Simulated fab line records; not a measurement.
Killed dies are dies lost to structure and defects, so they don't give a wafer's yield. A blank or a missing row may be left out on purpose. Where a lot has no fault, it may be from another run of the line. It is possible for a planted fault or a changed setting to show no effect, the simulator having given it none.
fab line records	flow n5_finfet
record lots=5	wafers=15	last_day=17
route steps=1938 shown BEOL_M15@1812 PASS1_DEP@1831 MIM_BOT@1832 MIM_TOP@1834 MIM_TOP_LITHO@1839 PASSIVATION@1936
lots untouched by any fault: they come from a run of this same line in which no faults occurred
start_h: the number of hours between the record's first day and the start of the first shown wafer of the lot	wait_h: hours from the lot's prior step to this one	" same as the row above	L1.1+2: a single row standing in for several wafers	- value missing, or start not given	* or withheld: withheld	< > ~ a bound
route shown NAME@n: names a module that has steps shown in the file, with the first one's number in the route	usual: the fault-free wafers' mean and standard deviation	same: alike in all rows	chamber/n: place in a boat	sites: each site's reading	_std_site: standard deviation across them	_edge_site: outer sites' mean less inner sites'	radius_mm: how far each site lies from the wafer's centre	mask NAME#n: copy n	behind: the tool/chamber that last shaped the wafer	hold: the reason the lot was held/the length of the hold in hours/how it ended	device: whichever transistor did not switch (one of n, p or np)	end of line: the route-end tests of the same wafers	a step with no rows: only its recipe	killed: dies lost to structure and defects at the first sort, not the wafer's yield	map: the dies of a wafer, with x for killed, . for not killed, _ for no die there
set.NAME: the setting as run; set.NAME@STEP: as run at that earlier step	model.NAME: the simulator's own value behind a step, which no gauge read
lots seen at some steps along the route; tables by step, rows by wafer
services: a tool's chamber out of use, with start hour (start_h, from the record's first day; less than 0 if before it), hours out, and reason
## steps
# step N5_BEOL_M15_STRIP_62
# recipe chemistry=O2	power_w=600	temp_c=60	pressure_mtorr=30	rf_frequency_hz=6e+07	bias_power_w=0	overash_fraction=0.3	o2_flow_sccm=225
# step N5_BEOL_M15_STRIP_37
# recipe chemistry=O2	power_w=600	temp_c=60	pressure_mtorr=30	rf_frequency_hz=6e+07	bias_power_w=0	overash_fraction=0.3	o2_flow_sccm=225
# step N5_BEOL_M15_ETCH_38
# recipe chemistry=CF4/N2	target=SiCN	target_depth_a=1064	taper_deg=2	time_s=120.5	ion_energy_ev=150	mask_material=SiO2	pressure_mtorr=40	source_w=430	bias_w=70	Ar_flow_sccm=100	cf4_flow_sccm=60	n2_flow_sccm=60
# step N5_BEOL_M15_PRECLEAN_39
# recipe chemistry=residue_remover	time_s=60	temp_c=40
# step N5_BEOL_M15_SRD_40
# recipe time_s=30	temp_c=23	rinse_liquid=diw	dry=n2_spin	spin_rpm=1500	dry_time_s=30
# step N5_BEOL_M15_DEGAS_41
# recipe ambient=vacuum	temp_c=300	time_s=60
# usual heater_power_w=439/22
lot.wafer	tool	chamber	start_h	wait_h	heater_power_w
L241.2	pvd_sputter-03	-	247.60	0.3	431
L241.3	"	-	"	"	477
L241.4	"	-	"	"	438
L246.1	pvd_sputter-01	-	275.13	0.1	455
L246.2	"	-	"	"	450
L246.3	"	-	"	"	428
L255.4	pvd_sputter-03	-	329.95	0.2	425
L255.5	"	-	"	"	424
L255.6	"	-	"	"	424
L253.2	pvd_sputter-01	-	332.97	0.3	426
L253.5	"	-	"	"	415
L253.6	"	-	"	"	454
L264.1	pvd_sputter-03	-	395.55	0.1	430
L264.2	"	-	"	"	436
L264.5	"	-	"	"	416
# step N5_BEOL_M15_PRE_CLEAN_42
# recipe gas=H2/He	time_s=30	temp_c=300
# usual heater_power_w=439/22
lot.wafer	tool	chamber	start_h	wait_h	heater_power_w
L241.2	pvd_sputter-03	-	247.64	0.0	426
L241.3	"	-	"	"	481
L241.4	"	-	"	"	440
L246.1	pvd_sputter-01	-	275.17	0.0	445
L246.2	"	-	"	"	457
L246.3	"	-	"	"	429
L255.4	pvd_sputter-03	-	329.99	0.0	430
L255.5	"	-	"	"	423
L255.6	"	-	"	"	427
L253.2	pvd_sputter-01	-	333.01	0.0	424
L253.5	"	-	"	"	421
L253.6	"	-	"	"	457
L264.1	pvd_sputter-03	-	395.60	0.0	427
L264.2	"	-	"	"	434
L264.5	"	-	"	"	434
# step N5_BEOL_M15_SPUTTER_43
# recipe material=TaN	target_thk_a=150	temp_c=50	bias_v=168.6	power_w=15000	chamber_pressure_pa=0.12	time_s=24.19
# step N5_BEOL_M15_SPUTTER_44
# recipe material=Ta	target_thk_a=150	temp_c=50	bias_v=80	power_w=15000	chamber_pressure_pa=0.07	time_s=24.19
# step N5_BEOL_M15_SPUTTER_45
# recipe material=Cu	target_thk_a=1000	temp_c=-20	bias_v=60	power_w=26000	chamber_pressure_pa=0.13	time_s=16.67
# step N5_BEOL_M15_ECD_47
# recipe material=Cu	target_thk_a=18600
# step N5_BEOL_M15_ANNEAL_48
# recipe temp_c=225	time_s=90	ambient=N2
# step N5_BEOL_M15_CMP_49
# recipe stop_on=SiO2	t_overpolish_s=4.9	down_force_psi=2	platen_rpm=80	clearing_platen_down_force_psi=2	clearing_platen_rpm=80	post_cmp_clean=cu_alkaline	target_thk_nm=850	clearing_platen_pad_velocity_m_s=1.5917	pad_velocity_m_s=1.5917
# usual barrier_field_endpoint_s=11.39/0.25	clearing_platen_rpm=80.00/0.04	motor_current_A=8.4/0.88	overpolish_run_s=4.899/0.0089	retaining_ring_pressure_frac=1.000/0.0055
lot.wafer	tool	chamber	start_h	wait_h	barrier_field_endpoint_s	clearing_platen_rpm	motor_current_A	overpolish_run_s	retaining_ring_pressure_frac
L241.2	cmp-01	0	248.50	0.2	11.54	79.96	9.1	4.893	0.994
L241.3	"	2	"	"	11.55	79.98	10.5	4.893	0.999
L241.4	"	3	"	"	11.26	80.05	7.4	4.897	0.996
L246.1	cmp-04	0	276.06	0.3	11.63	79.94	8.2	4.888	1.004
L246.3	"	1	"	"	11.72	79.99	9.4	4.913	0.997
L246.2	"	2	"	"	11.65	80.03	9.1	4.903	0.998
L255.4	cmp-01	0	331.03	0.1	11.60	80.04	9.8	4.901	1.004
L255.6	"	0	"	"	11.25	80.07	9.2	4.872	1.000
L255.5	"	1	"	"	11.67	79.95	8.0	4.897	0.993
L253.2	cmp-04	1	334.00	0.3	11.14	80.00	8.9	4.911	0.999
L253.6	"	2	"	"	11.23	80.01	9.0	4.912	1.009
L253.5	"	3	"	"	10.93	79.96	8.0	4.900	1.000
L264.1	cmp-01	0	396.51	0.3	11.69	80.02	9.4	4.880	1.005
L264.2	"	2	"	"	11.73	80.01	9.8	4.893	1.006
L264.5	"	3	"	"	11.76	79.98	7.6	4.900	0.999
# step N5_BEOL_M15_PRE_CLEAN_52
# recipe gas=NH3	time_s=15	temp_c=withheld	rf_power_w=300
# step N5_BEOL_M15_DEP_53
# recipe material=SiCN	target_thk_a=500	temp_c=withheld	precursor=3MS/NH3	pressure_torr=3	rf_w=675	time_s=17.8
# step N5_BEOL_M15_INSPECT_55
# recipe inspect_instrument=darkfield	mode=post_dep
# usual raw_defect_count=71/22
lot.wafer	tool	chamber	start_h	wait_h	raw_defect_count
L241.2	defect_inspect-01	-	248.95	0.0	81
L241.3	"	-	"	"	45
L241.4	"	-	"	"	60
L246.1	defect_inspect-02	-	276.51	0.0	51
L246.2	"	-	"	"	100
L246.3	"	-	"	"	52
L255.4	defect_inspect-01	-	331.48	0.0	66
L255.5	"	-	"	"	87
L255.6	"	-	"	"	79
L253.2	defect_inspect-02	-	334.34	0.0	63
L253.5	"	-	"	"	55
L253.6	"	-	"	"	813
L264.1	defect_inspect-02	-	396.95	0.0	71
L264.2	"	-	"	"	100
L264.5	"	-	"	"	77
# step N5_PASSIVATION_PECVD_00
# recipe material=SiO2	target_thk_a=2000	temp_c=400	precursor=SiH4/N2O	pressure_torr=2.7	rf_w=608	time_s=11.2
# step N5_MIM_BOT_DEGAS_01
# recipe ambient=vacuum	temp_c=300	time_s=60
# usual heater_power_w=439/24
lot.wafer	tool	chamber	start_h	wait_h	heater_power_w
L241.2	pvd_sputter-03	-	254.19	3.1	439
L241.3	"	-	"	"	444
L241.4	"	-	"	"	444
L246.1	pvd_sputter-01	-	278.05	0.5	426
L246.2	"	-	"	"	439
L246.3	"	-	"	"	446
L255.4	pvd_sputter-02	-	333.04	0.4	378
L255.5	"	-	"	"	464
L255.6	"	-	"	"	456
L253.2	pvd_sputter-02	-	335.90	0.6	456
L253.5	"	-	"	"	455
L253.6	"	-	"	"	393
L264.1	pvd_sputter-02	-	398.46	0.5	428
L264.2	"	-	"	"	443
L264.5	"	-	"	"	408
# step N5_MIM_BOT_SPUTTER_00
# recipe material=TiN	target_thk_a=350	temp_c=200	power_w=3000	chamber_pressure_pa=0.49996	gas=Ar	reactive_partial_pa=0.37997	time_s=89.7
# usual throttle_valve_pct=29.5/0.67
lot.wafer	tool	chamber	start_h	wait_h	throttle_valve_pct
L241.2	pvd_sputter-03	-	254.23	0.0	29.1
L241.3	"	-	"	"	29.4
L241.4	"	-	"	"	30.2
L246.1	pvd_sputter-01	-	278.09	0.0	28.2
L246.2	"	-	"	"	31.6
L246.3	"	-	"	"	28.8
L255.4	pvd_sputter-02	-	333.08	0.0	29.6
L255.5	"	-	"	"	29.4
L255.6	"	-	"	"	29.9
L253.2	pvd_sputter-02	-	335.94	0.0	29.8
L253.5	"	-	"	"	29.9
L253.6	"	-	"	"	29.6
L264.1	pvd_sputter-02	-	398.50	0.0	29.0
L264.2	"	-	"	"	29.9
L264.5	"	-	"	"	29.0
# step N5_MIM_TOP_ALD_00
# recipe material=Al2O3	target_thk_a=*	temp_c=withheld	ald_precursor_family=TMA	ald_co_reactant=O3	pulse_time_s=withheld	purge_time_s=3	co_reactant_purge_time_s=withheld	co_reactant_pulse_time_s=3	ald_cycles=withheld
# step N5_MIM_TOP_ALD_01
# recipe material=HfO2	target_thk_a=56	temp_c=withheld	ald_precursor_family=Hf-amide	ald_co_reactant=O3	pulse_time_s=1	purge_time_s=3	co_reactant_purge_time_s=2	co_reactant_pulse_time_s=3	ald_cycles=62
# step N5_MIM_TOP_ALD_02
# recipe material=Al2O3	target_thk_a=*	temp_c=withheld	ald_precursor_family=TMA	ald_co_reactant=O3	pulse_time_s=withheld	purge_time_s=3	co_reactant_purge_time_s=withheld	co_reactant_pulse_time_s=3	ald_cycles=withheld
# step N5_MIM_TOP_DEGAS_04
# recipe ambient=vacuum	temp_c=300	time_s=60
# step N5_MIM_TOP_SPUTTER_03
# recipe material=TiN	target_thk_a=350	temp_c=200	power_w=3000	chamber_pressure_pa=0.49996	gas=Ar	reactive_partial_pa=0.37997	time_s=89.7
# usual throttle_valve_pct=29.5/0.82
lot.wafer	tool	chamber	start_h	wait_h	throttle_valve_pct
L241.2	pvd_sputter-02	-	255.14	0.0	29.0
L241.3	"	-	"	"	29.3
L241.4	"	-	"	"	29.7
L246.1	pvd_sputter-01	-	278.69	0.0	29.5
L246.2	"	-	"	"	27.9
L246.3	"	-	"	"	31.6
L255.4	pvd_sputter-01	-	335.71	0.0	28.8
L255.5	"	-	"	"	27.8
L255.6	"	-	"	"	31.6
L253.2	pvd_sputter-01	-	336.61	0.0	27.6
L253.5	"	-	"	"	31.5
L253.6	"	-	"	"	28.6
L264.1	pvd_sputter-02	-	399.22	0.0	29.9
L264.2	"	-	"	"	29.3
L264.5	"	-	"	"	29.5
# step N5_MIM_TOP_LITHO_HMDS_01
# recipe time_s=60	temp_c=120
# step N5_MIM_TOP_LITHO_COAT_02
# recipe spin_rpm=*	resist_thk_nm=*
# step N5_MIM_TOP_LITHO_EBR_04
# recipe solvent=PGMEA	ebr_width_mm=1.5
# step N5_MIM_TOP_LITHO_SOFTBAKE_03
# recipe temp_c=100	time_s=90
# step N5_MIM_TOP_LITHO_EXPOSE_05
# recipe mask_id=MIM_TOP	na=0.55	source_shape=conventional	sigma_outer=0.8	polarization=unpolarized	target_cd_nm=2000	dose_mj=20.5
# step N5_MIM_TOP_LITHO_PEB_06
# recipe peb_temp_c=withheld	peb_time_s=*
# step N5_MIM_TOP_LITHO_DEVELOP_07
# recipe develop_time_s=60	rinse_liquid=diw	dry=air_spin	dev_temp_c=21
# step N5_MIM_TOP_LITHO_HARDBAKE_09
# recipe temp_c=130	time_s=120
# step N5_MIM_TOP_LITHO_CD_MEAS_08
# recipe target_cd_nm=2000	landing_energy_ev=500	detector=se_inlens
# usual cd_nm=2000.0/1.4
lot.wafer	tool	chamber	start_h	wait_h	cd_nm
L241.2	cd_sem-01	0	255.54	-	2000.9
L241.3	"	0	"	"	2000.6
L241.4	"	0	"	"	2000.1
L246.1	cd_sem-01	0	279.08	-	1999.8
L246.2	"	0	"	"	2003.3
L246.3	"	0	"	"	2000.3
L255.4	cd_sem-03	0	336.11	-	1999.2
L255.5	"	0	"	"	1998.5
L255.6	"	0	"	"	1999.5
L253.2	cd_sem-02	0	337.00	-	2002.7
L253.5	"	0	"	"	2001.9
L253.6	"	0	"	"	2000.2
L264.1	cd_sem-01	0	399.73	-	2000.5
L264.2	"	0	"	"	1997.8
L264.5	"	0	"	"	1998.7
# step N5_MIM_TOP_LITHO_OVL_MEAS_11
# recipe points_per_wafer=44
# usual MIM_TOP_OVL=-1/5.7
lot.wafer	tool	chamber	start_h	wait_h	MIM_TOP_OVL[nm]
L241.2	overlay-01	0	255.57	0.0	-12
L241.3	"	0	"	"	-16
L241.4	"	0	"	"	-9
L246.1	overlay-02	0	279.11	0.0	-5
L246.2	"	0	"	"	-11
L246.3	"	0	"	"	-8
L255.4	overlay-01	0	336.14	0.0	-5
L255.5	"	0	"	"	10
L255.6	"	0	"	"	-5
L253.2	overlay-01	0	337.03	0.0	7
L253.5	"	0	"	"	2
L253.6	"	0	"	"	8
L264.1	overlay-01	0	399.76	0.0	-1
L264.2	"	0	"	"	4
L264.5	"	0	"	"	-2
# step N5_MIM_TOP_LITHO_INSPECT_12
# recipe mode=adi	inspect_instrument=macro
# usual raw_defect_count=2.2/1.5
lot.wafer	tool	chamber	start_h	wait_h	raw_defect_count
L241.2	defect_inspect-02	-	255.59	0.0	2
L241.3	"	-	"	"	1
L241.4	"	-	"	"	2
L246.1	defect_inspect-01	-	279.13	0.0	2
L246.2	"	-	"	"	3
L246.3	"	-	"	"	0
L255.4	defect_inspect-01	-	336.16	0.0	2
L255.5	"	-	"	"	4
L255.6	"	-	"	"	3
L253.2	defect_inspect-01	-	337.06	0.0	2
L253.5	"	-	"	"	1
L253.6	"	-	"	"	>300
L264.1	defect_inspect-02	-	399.79	0.0	0
L264.2	"	-	"	"	2
L264.5	"	-	"	"	1
# step N5_MIM_TOP_LITHO_DESCUM_10
# recipe chemistry=O2	time_s=7.9	source_power_w=50	bias_power_w=20	pressure_mtorr=20	rf_frequency_hz=2.712e+07	temp_c=40	o2_flow_sccm=225
# step N5_PASSIVATION_PROBE_49
# usual defect_limited_yield=91.1/1.4	killed_at_M0_to_M3=35/8.7	killed_at_M4_up=14/5.3	killed_at_contacts=12/6.2	killed_at_front_end=41/12	killed_at_other=3.4/2.6	killed_dies=105/16	killed_on_rim=14/3.8	killed_open=67/13	killed_short=36/7.3	sort_bin_5_function=5.2/0.96	sort_bin_6_memory=3.3/0.6	sort_n_pass=1075/16	sort_yield_pct=91.1/1.4
# same gross_dies=1180	killed_at_back_side=0	sort_bin_4_leakage[%]=0	sort_bin_8_speed[%]=0
lot.wafer	tool	chamber	start_h	wait_h	defect_limited_yield[%]	killed_at_M0_to_M3	killed_at_M4_up	killed_at_contacts	killed_at_front_end	killed_at_other	killed_dies	killed_on_rim	killed_open	killed_short	sort_bin_5_function[%]	sort_bin_6_memory[%]	sort_n_pass	sort_yield_pct[%]
L253.2	prober-02	-	347.96	0.2	88.8	42	12	10	64	4	132	19	81	50	6.9	3.9	1048	88.8
L253.5	prober-02	-	348.11	0.4	93.2	25	12	5	38	0	80	12	47	32	3.6	2.5	1100	93.2
L253.6	prober-02	-	348.16	0.4	49.2	32	542	6	18	1	599	77	43	21	31.4	16.0	581	49.2
L264.1	prober-01	-	410.64	0.0	90.4	34	15	34	28	2	113	14	78	33	5.4	4.1	1067	90.4
L264.2	prober-01	-	410.69	0.1	92.5	36	5	14	31	3	89	13	61	28	5.1	2.0	1091	92.5
L264.5	prober-01	-	410.84	0.2	90.8	35	15	21	33	4	108	15	71	37	6.0	2.8	1072	90.8
# killed by level:class
L253.2 FIN_SAQP:geometric_particle:open=29 BEOL_M0_SAQP:geometric_particle:short=15 FIN_SAQP:geometric_particle:short=13 MOL_CONTACT_COAG:geometric_particle:open=8 BEOL_M3:geometric_particle:open=8 BEOL_M0_SAQP:geometric_particle:open=7 BEOL_M2:geometric_particle:open=6 BEOL_M4:geometric_particle:open=6
L253.5 FIN_SAQP:geometric_particle:open=8 BEOL_M0_SAQP:geometric_particle:open=7 BEOL_M0_SAQP:geometric_particle:short=7 FIN_SAQP:geometric_particle:short=6 GATE_CUT:geometric_particle:short=6 BEOL_M5:geometric_particle:open=5 GATE_CUT:geometric_particle:open=5 BEOL_M3:geometric_particle:open=5
L253.6 BEOL_M15:unspecified=531 MOL_CONTACT_COAG:geometric_particle:open=6 BEOL_M3:geometric_particle:open=6 GATE_CUT:geometric_particle:short=5 GATE_CUT:geometric_particle:open=5 BEOL_M0_SAQP:geometric_particle:short=5 BEOL_M2:geometric_particle:open=5 BEOL_M0_SAQP:geometric_particle:open=3
L264.1 MOL_CONTACT_COAG:geometric_particle:open=27 DUMMY_GATE:geometric_particle:open=7 BEOL_M0_SAQP:geometric_particle:short=7 BEOL_M2:geometric_particle:open=6 GATE_CUT:geometric_particle:short=6 MOL_CONTACT_COAG:geometric_particle:short=6 BEOL_M1:geometric_particle:open=6 BEOL_M0_SAQP:geometric_particle:open=5
L264.2 MOL_CONTACT_COAG:geometric_particle:open=11 BEOL_M1:geometric_particle:open=11 BEOL_M0_SAQP:geometric_particle:open=7 BEOL_M2:geometric_particle:open=5 BEOL_M3:geometric_particle:open=5 DUMMY_GATE:geometric_particle:open=4 BEOL_M0_SAQP:geometric_particle:short=4 FIN_SAQP:geometric_particle:open=3
L264.5 MOL_CONTACT_COAG:geometric_particle:open=15 BEOL_M1:geometric_particle:open=11 BEOL_M2:geometric_particle:open=8 GATE_CUT:geometric_particle:short=6 MOL_CONTACT_COAG:geometric_particle:short=6 FIN_SAQP:geometric_particle:short=5 DUMMY_GATE:geometric_particle:open=5 BEOL_M7:geometric_particle:open=5
# map L253.6 (x killed, . not)
_________________..xx..xx..x.________________
______________x.xxx.xxxx......x._____________
___________......xx..xx.xx.x..xxxxx__________
__________.x.xx......x.x..xxxxxxxx.x_________
________.x......x.xx.xxxxx.xx.xxx..xxx_______
_______...xxxxxxx...xx.x.x...x.x.xxx..x______
______.xx.xx.x.x.x......x..xxx..x..xx..._____
_____xxx.xx...xxx.x.x....x...x.x..x..x...____
____..xx.xxx....xxx..x...x.x..xx..xxx...xx___
___x.....xx..xx.xxx.xxx.x.xxxx.x...x....x..__
___xxxxxx..xx.xxxxx...x.xx...x....x.x......__
__x.x..x.xx.xxxxx.xx...xx....xxxx.xxx..x.x.x_
__xx.xxx...xxxx..x..x..x.xxx.xxx.xx....xx.x._
_xx.....x....xxx.....x.x.xx.x..xxx..xx.x..x.x
_..x....xx.xx.x.x...xx.xxxxx.xxxxxxx.xx.xx...
_.x.xxxxx..x.x..xxx..xxxx....xxxx...x.x.x.x..
_xxxxx.xx..xxx.xx...xxxx..xxx..x.xxxx..xx.xxx
_xxxxxx.x...xxx.xx.x.xx..xx.xx..xx..xx.x..x.x
_.x.x.xx....x..........x..xxxxxx.x.xx.x..xx..
_.xx.xx.x.xxx...x..xxxx..x.xxxxx..x....x.x.x.
_x.xx..xx.....xxxx.x.........x.x.x.x.xxx.x.xx
__xxxx.x.x.x..........xx..x.x.xx.x..x.....xx_
__.x.xxx.xx.x.x..x..x..x.xx.xxxx...xx.xxxxxx_
___x..x......x.x.xxx.x....x.x...xx.xx.x...x__
___x..x..xxx..xxxxx.x..x..xxxxxx..x....x...__
____x...x.xx...x.xx..xxxx.xx..xxxxx.x.x..x___
_____.x.xxx..xx.x..x..xxxx...xx.x....x.xx____
______.xx..xx....x.x...x.xxxx...xxx.x..x_____
_______......x.xxxxxxx.xxxxxx....xxx.xx______
________xxx..xx.xxx.x..xx..x.x...xxx.._______
__________x...xxxx.xx.xx..x.x.x.xxxx_________
___________xx.x.xx.xx..xx.x...xx..x__________
______________x.xxx..xx..xx....._____________
_________________..x..x.xx..x________________
# map L246.2 (x killed, . not)
_________________.x..........________________
______________........x........._____________
___________........................__________
__________...x..xx...x.............._________
________x......x......................_______
_______........x.......x.............x.______
______.x...xx..x..x..................x.._____
_____..x..x..................x...........____
____...........x................x...x.....___
___..........x..x.........x................__
___.....xx...x..x..........x...............__
__......x.....xx...........x.........x..x.x._
__.x.x.....xx..x............x...x........x.._
_......x.....x....x........x.....x......x....
_.x...........x........x......x..............
_......x.........x..x........x.....x...x.x.x.
_......x............................x........
_...........xx......x..x...xx................
_.....................x.x.x.....x...x........
_.x....x............................x..x.x...
_....x..x..x...x....xx...............x..x....
__.....................x..x......x.......x.._
__x...x.................................x..._
___.x..x..................x..x.............__
___................x.......................__
____.........x..........x................x___
_____.x...x.......x.....x................____
______....x..............x.x.....x......_____
_______...............xx.......x...x...______
________.........x...x..x............._______
__________...............x.........._________
___________x....x.x............x...__________
______________......x..x..x..x.._____________
_________________x.........x.________________
## services
tool	chamber	start_h	hours	kind
cmp-01	-	229.66	4.0	pm
cmp-01	-	233.66	-	consumable_replace:conditioner
cmp-01	-	233.66	-	consumable_replace:pad
cmp-04	-	243.72	28.0	repair
cmp-01	-	300.61	0.5	repair
cmp-04	-	340.01	0.6	repair
pvd_sputter-01	-	363.13	9.5	repair
cmp-01	-	364.32	22.6	repair
pvd_sputter-02	-	369.14	3.4	repair
cmp-01	-	387.18	6.0	pm
cmp-04	-	393.25	3.5	pm
## key
first_sign step=N5_BEOL_M15_INSPECT_55	reading=raw_defect_count	direction=up	sigmas=33	usual=71	struck=813
effect step=N5_MIM_TOP_LITHO_INSPECT_12	reading=raw_defect_count	direction=up	sigmas=99+	usual=2.2	struck=>300
effect step=N5_PASSIVATION_PROBE_49	reading=killed_at_M4_up	direction=up	sigmas=99+	usual=14	struck=542
more_kills_born_at N5_BEOL_M15_CMP_49@cmp-04=531
met_at N5_BEOL_M15_CMP_49
struck_wafers L253.6
onset_between 276.06 334.00
fault kind=chamber_particle_source	tool=cmp-04	chamber=2	onset_h=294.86	steps=N5_BEOL_M15_CMP_49	rate_per_visit_cm2=1.1897
